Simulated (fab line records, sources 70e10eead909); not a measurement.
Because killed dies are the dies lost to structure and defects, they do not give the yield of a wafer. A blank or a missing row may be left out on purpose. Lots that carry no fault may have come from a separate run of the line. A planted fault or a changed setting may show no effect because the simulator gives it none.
Chamber matching + flow nandHarc + 4 sister chambers for NHARC_A_CONTACT_ETCH_90 on rieDiel-02
The step etches the open film in CH3F/O2, target depth 40 nm, time 85.7 s. 36 wafers are shown with their chamber, then 12 later ones without.

## WAFERS WITH THEIR CHAMBER
| wafer  | chamber | showerheadPlenumPTorr (Torr) | drypumpMotorCurrentA (A) | rfFwdPowerW (W) |
|--------|---------|------------------------------|--------------------------|-----------------|
| L076.1 | 1       | 2.56                         | 5.5                      | 494.2           |
| L076.5 | 2       | 2.40                         | 6.2                      | 496.9           |
| L076.6 | 3       | 2.51                         | 5.1                      | 496.1           |
| L075.1 | 1       | 2.56                         | 5.5                      | 497.0           |
| L075.2 | 3       | 2.51                         | 5.1                      | 496.1           |
| L075.4 | 0       | 2.46                         | 5.5                      | 499.1           |
| L079.1 | 2       | 2.40                         | 6.1                      | 495.2           |
| L079.4 | 0       | 2.46                         | 5.5                      | 498.2           |
| L079.6 | 1       | 2.56                         | 5.5                      | 495.3           |
| L077.1 | 2       | 2.40                         | 6.1                      | 495.4           |
| L077.3 | 3       | 2.51                         | 5.1                      | 495.5           |
| L077.6 | 3       | 2.51                         | 5.1                      | 494.3           |
| L078.3 | 1       | 2.56                         | 5.5                      | 495.6           |
| L078.4 | 2       | 2.40                         | 6.1                      | 493.5           |
| L078.5 | 3       | 2.51                         | 5.1                      | 495.9           |
| L082.2 | 3       | 2.51                         | 5.1                      | 495.6           |
| L082.3 | 2       | 2.40                         | 6.1                      | 492.8           |
| L082.5 | 1       | 2.56                         | 5.5                      | 493.7           |
| L084.1 | 1       | 2.56                         | 5.5                      | 493.4           |
| L084.4 | 2       | 2.40                         | 6.1                      | 496.4           |
| L084.6 | 3       | 2.51                         | 5.1                      | 495.7           |
| L080.1 | 1       | 2.56                         | 5.5                      | 496.2           |
| L080.5 | 3       | 2.51                         | 5.1                      | 494.6           |
| L080.6 | 0       | 2.45                         | 5.4                      | 497.9           |
| L085.2 | 2       | 2.40                         | 6.1                      | 495.9           |
| L085.3 | 1       | 2.56                         | 5.5                      | 494.1           |
| L085.6 | 0       | 2.45                         | 5.5                      | 499.8           |
| L088.3 | 1       | 2.56                         | 5.5                      | 498.5           |
| L088.5 | 3       | 2.51                         | 5.1                      | 492.8           |
| L088.6 | 0       | 2.45                         | 5.4                      | 499.1           |
| L086.1 | 2       | 2.40                         | 6.2                      | 495.0           |
| L086.5 | 0       | 2.45                         | 5.5                      | 497.4           |
| L086.6 | 3       | 2.51                         | 5.2                      | 495.2           |
| L089.1 | 2       | 2.40                         | 6.2                      | 495.9           |
| L089.3 | 0       | 2.45                         | 5.4                      | 496.5           |
| L089.6 | 0       | 2.45                         | 5.5                      | 499.6           |

SIGNATURES, as means of the wafers listed above
| reading               | chamber 0 | chamber 1 | chamber 2 | chamber 3 | scatter within a chamber |
|-----------------------|-----------|-----------|-----------|-----------|--------------------------|
| showerheadPlenumPTorr | 2.4525    | 2.5600    | 2.4000    | 2.5100    | 0.00217                  |
| drypumpMotorCurrentA  | 5.463     | 5.500     | 6.133     | 5.110     | 0.0386                   |
| rfFwdPowerW           | 498.450   | 495.333   | 495.222   | 495.180   | 1.32                     |
Rule: a wafer lies at a distance from a chamber equal to the root of the sum of squares, over the readings, of (its reading less the chamber's mean, divided by the reading's scatter). If the next closest chamber is less than 2 further off than the closest, the wafer can't be placed; otherwise it belongs to the closest. The scatter is the square root of a quotient: the sum, over the shown wafers, of each reading's squared deviation from its chamber's mean, divided by wafers minus chambers.

## WAFERS WITH NO CHAMBER GIVEN
| wafer  | showerheadPlenumPTorr (Torr) | drypumpMotorCurrentA (A) | rfFwdPowerW (W) |
|--------|------------------------------|--------------------------|-----------------|
| L091.1 | 2.55                         | 5.5                      | 497.0           |
| L091.3 | 2.45                         | 5.5                      | 497.6           |
| L091.4 | 2.40                         | 6.1                      | 492.4           |
| L090.1 | 2.40                         | 6.2                      | 494.6           |
| L090.2 | 2.51                         | 5.2                      | 494.8           |
| L090.6 | 2.51                         | 5.1                      | 494.2           |
| L093.4 | 2.51                         | 5.1                      | 497.5           |
| L093.5 | 2.55                         | 5.5                      | 494.2           |
| L093.6 | 2.45                         | 5.5                      | 496.6           |
| L097.1 | 2.50                         | 5.1                      | 494.5           |
| L097.5 | 2.55                         | 5.5                      | 498.1           |
| L097.6 | 2.45                         | 5.5                      | 499.5           |

## EACH ONE'S CHAMBER
| wafer  | from the rows above | in truth |
|--------|---------------------|----------|
| L091.1 | 1                   | 1        |
| L091.3 | 0                   | 0        |
| L091.4 | 2                   | 2        |
| L090.1 | 2                   | 2        |
| L090.2 | 3                   | 3        |
| L090.6 | 3                   | 3        |
| L093.4 | 3                   | 3        |
| L093.5 | 1                   | 1        |
| L093.6 | 0                   | 0        |
| L097.1 | 3                   | 3        |
| L097.5 | 1                   | 1        |
| L097.6 | 0                   | 0        |
12 of 12 placed correctly. From these rows, 0 cannot be placed. 0 placed wrongly.
